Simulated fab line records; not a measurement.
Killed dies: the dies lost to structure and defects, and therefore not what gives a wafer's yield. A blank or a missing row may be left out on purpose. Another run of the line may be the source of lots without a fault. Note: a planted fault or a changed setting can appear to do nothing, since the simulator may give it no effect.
The tool behind it: which one? / flow n5 finfet / 12 lots with 36 wafers sampled at 2 steps, on a route of 1938 steps

== WHAT THE GAUGES SHOWED, per wafer ==
N5_BEOL_M3_CD_MEAS_18: pitch 36 nm, target cd 18 nm.
lot=L075; measured=day 8 04:36; on=cd sem-02; cd nm (nm)=18.4 17.9 18.4
lot=L077; measured=day 8 11:09; on=cd sem-03; cd nm (nm)=18.2 17.8 17.2
lot=L079; measured=day 8 16:48; on=cd sem-02; cd nm (nm)=18.1 17.5 17.9
lot=L081; measured=day 8 19:46; on=cd sem-01; cd nm (nm)=18.1 18.2 18.3
lot=L083; measured=day 9 03:58; on=cd sem-02; cd nm (nm)=18.0 18.2 18.1
lot=L084; measured=day 10 17:19; on=cd sem-02; cd nm (nm)=17.6 17.9 18.4
lot=L087; measured=day 10 22:31; on=cd sem-03; cd nm (nm)=18.3 18.3 18.2
lot=L089; measured=day 11 01:48; on=cd sem-01; cd nm (nm)=17.5 17.6 18.4
lot=L090; measured=day 11 07:44; on=cd sem-01; cd nm (nm)=17.5 18.6 18.5
lot=L092; measured=day 11 16:42; on=cd sem-01; cd nm (nm)=18.4 18.6 18.0
lot=L095; measured=day 13 01:30; on=cd sem-02; cd nm (nm)=17.6 18.4 17.8
lot=L096; measured=day 13 14:27; on=cd sem-03; cd nm (nm)=18.4 17.8 17.5

== WHAT TOOL EACH LOT RAN ON (gives the tool, then ch and the chambers of the sampled wafers, and finally the start) ==
lot=L075; N5_BEOL_M3_STRIP_19=rie diel-03 ch 1,2, day 8 04:32
lot=L077; N5_BEOL_M3_STRIP_19=rie diel-03 ch 0,1,3, day 8 11:05
lot=L079; N5_BEOL_M3_STRIP_19=rie diel-03 ch 0,2,3, day 8 16:44
lot=L081; N5_BEOL_M3_STRIP_19=rie diel-02 ch 0,1,3, day 8 19:41
lot=L083; N5_BEOL_M3_STRIP_19=rie diel-02 ch 0,2,3, day 9 03:53
lot=L084; N5_BEOL_M3_STRIP_19=rie diel-03 ch 1,2,3, day 10 17:14
lot=L087; N5_BEOL_M3_STRIP_19=rie diel-02 ch 0,1,3, day 10 22:27
lot=L089; N5_BEOL_M3_STRIP_19=rie diel-03 ch 1,2,3, day 11 01:44
lot=L090; N5_BEOL_M3_STRIP_19=rie diel-04 ch 0,2,3, day 11 07:40
lot=L092; N5_BEOL_M3_STRIP_19=rie diel-02 ch 0,1,3, day 11 16:38
lot=L095; N5_BEOL_M3_STRIP_19=rie diel-02 ch 0,1, day 13 01:26
lot=L096; N5_BEOL_M3_STRIP_19=rie diel-03 ch 0,1, day 13 14:23
- N5_BEOL_M3_STRIP_19: strips in O2.

== THE ANSWER, worked out from the rows above alone ==
Rule: the lots themselves supply what counts as usual. The widest of any qualifying gaps counts: lots, ordered by their means at a reading, are off when they make up no more than a third of the lots, leave a main group of 4 or more, and stand apart from it by 3 or more times the standard deviation of that group's means. Not used: any main group whose means are identical at the precision the tables above print for the reading. Also off: a lot with no number at a reading for which 4 or more lots have one. Any other lot the step has rows for is counted as sound.
No lot is off on any of the readings shown, so nothing can be concluded from this.

== WHAT THE SIMULATOR HAD INSERTED ==
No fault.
